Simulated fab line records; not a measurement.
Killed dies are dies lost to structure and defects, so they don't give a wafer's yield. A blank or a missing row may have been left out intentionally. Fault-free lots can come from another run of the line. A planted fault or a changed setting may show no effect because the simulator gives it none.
Chamber matching -- flow n5_finfet -- pecvd-01 running N5_BEOL_M15_DEP_53: 3 sister chambers
The step deposits SiCN from 3MS/NH3, target thk 50 nm, time 17.8 s. 20 wafers are shown with their chamber, then 10 later ones without.

== WAFERS PAIRED WITH THEIR CHAMBERS ==
wafer,chamber,throttle_valve_pct (%),showerhead_vpp_V (V),showerhead_plenum_p_Torr (Torr)
L074.1,0,19.0,1670,4.137
L074.4,0,19.2,1719,4.129
L074.6,2,17.3,1588,4.149
L076.2,1,16.8,1465,4.184
L076.4,1,16.6,1474,4.187
L076.6,0,19.5,1704,4.133
L080.2,1,16.8,1503,4.186
L080.4,0,19.2,1696,4.138
L080.5,1,16.8,1483,4.179
L082.3,1,16.8,1481,4.181
L082.4,0,19.1,1697,4.133
L082.6,2,17.7,1567,4.158
L079.4,2,17.5,1584,4.163
L079.5,1,16.7,1470,4.184
L079.6,0,19.2,1672,4.144
L086.2,1,16.7,1483,4.187
L086.3,0,19.3,1700,4.140
L086.4,2,17.3,1587,4.165
L084.1,2,17.4,1577,4.157
L084.4,0,19.5,1688,4.139

SIGNATURES (means of the wafers above)
reading,chamber 0,chamber 1,chamber 2,scatter within a chamber
throttle_valve_pct,19.250,16.743,17.440,0.147
showerhead_vpp_V,1693.25,1479.86,1580.60,13.5
showerhead_plenum_p_Torr,4.13662,4.18400,4.15840,0.00466
Rule: a wafer's distance from a chamber is the root of the sum, over the readings, of the square of ((its reading less the chamber's mean) divided by the reading's scatter). If the next closest chamber is less than 2 further off than the closest, the wafer can't be placed; otherwise it belongs to the closest. The scatter: take each reading less its chamber's mean, square it, sum over the shown wafers, divide by the number of wafers less the number of chambers, and take the root.

== WAFERS WITH NO CHAMBER GIVEN ==
wafer,throttle_valve_pct (%),showerhead_vpp_V (V),showerhead_plenum_p_Torr (Torr)
L084.5,16.7,1460,4.183
L096.1,16.8,1528,4.180
L096.2,17.6,1603,4.161
L096.5,19.5,1724,4.144
L092.2,16.9,1494,4.191
L092.3,17.6,1606,4.158
L092.5,16.6,1477,4.190
L094.2,16.9,1485,4.181
L094.3,17.5,1581,4.154
L094.4,17.0,1494,4.183

== WHICH CHAMBER EACH WENT THROUGH ==
wafer,from the rows above,in truth
L084.5,1,1
L096.1,1,1
L096.2,2,2
L096.5,0,0
L092.2,1,1
L092.3,2,2
L092.5,1,1
L094.2,1,1
L094.3,2,2
L094.4,1,1
Correct placement for 10 of the 10. Can't be placed from these rows: 0. Placed wrongly: 0.
